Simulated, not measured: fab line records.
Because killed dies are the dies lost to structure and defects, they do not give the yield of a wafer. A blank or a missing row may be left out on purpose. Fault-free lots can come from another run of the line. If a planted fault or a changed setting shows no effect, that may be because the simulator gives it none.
Matching of chambers | flow n5-finfet | ald-sin-03 running N5_FIN_SAQP_ALD_61: 4 sister chambers
The step deposits SiO2, target thk 4 nm, pulse time 1 s, purge time 2 s. 14 wafers are shown with their chamber, then 7 later ones without.

== EACH WAFER AND ITS CHAMBER ==
wafer  | chamber | heater-power-w (W) | precursor-pulse-height-rel
L074.2 | 0       | 508                | 0.992
L074.3 | 3       | 491                | 0.979
L074.4 | 0       | 513                | 1.027
L078.1 | 1       | 428                | 0.995
L078.5 | 3       | 512                | 0.998
L078.6 | 2       | 500                | 0.988
L081.1 | 2       | 493                | 0.975
L081.2 | 0       | 509                | 0.994
L081.5 | 0       | 519                | 1.026
L083.1 | 0       | 502                | 1.044
L083.3 | 3       | 508                | 0.996
L083.5 | 0       | 495                | 1.003
L084.3 | 0       | 516                | 1.013
L084.4 | 1       | 431                | 1.003

SIGNATURES (means of the wafers above)
reading                    | chamber 0 | chamber 1 | chamber 2 | chamber 3 | scatter within a chamber
heater-power-w             | 508.86    | 429.50    | 496.50    | 503.67    | 8.3
precursor-pulse-height-rel | 1.01414   | 0.99900   | 0.98150   | 0.99100   | 0.016
Rule: for a wafer and a chamber, the distance is found by dividing, reading by reading, the gap between the wafer's reading and the chamber's mean by the reading's scatter, squaring, summing and taking the root. The wafer belongs to the nearest chamber; if the next one is less than 2 further off, it can't be placed. The scatter is the square root of a quotient: the sum, over the shown wafers, of each reading's squared deviation from its chamber's mean, divided by wafers minus chambers.

== WAFERS WITHOUT THEIR CHAMBER ==
wafer  | heater-power-w (W) | precursor-pulse-height-rel
L084.5 | 512                | 0.963
L087.1 | 434                | 1.022
L087.4 | 488                | 0.982
L087.5 | 478                | 0.985
L092.3 | 436                | 1.014
L092.4 | 476                | 0.986
L092.5 | 487                | 0.978

== WHICH CHAMBER EACH ONE RAN IN ==
wafer  | from the rows above          | in truth
L084.5 | can't be placed: 3 or 2 or 0 | 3
L087.1 | 1                            | 1
L087.4 | can't be placed: 2 or 3      | 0
L087.5 | can't be placed: 2 or 3 or 0 | 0
L092.3 | 1                            | 1
L092.4 | can't be placed: 2 or 3 or 0 | 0
L092.5 | can't be placed: 2 or 3      | 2
Correctly placed: 2 of 7. Not placeable from these rows: 5 (in 4, the candidates include the true chamber). Placed wrongly: 0.
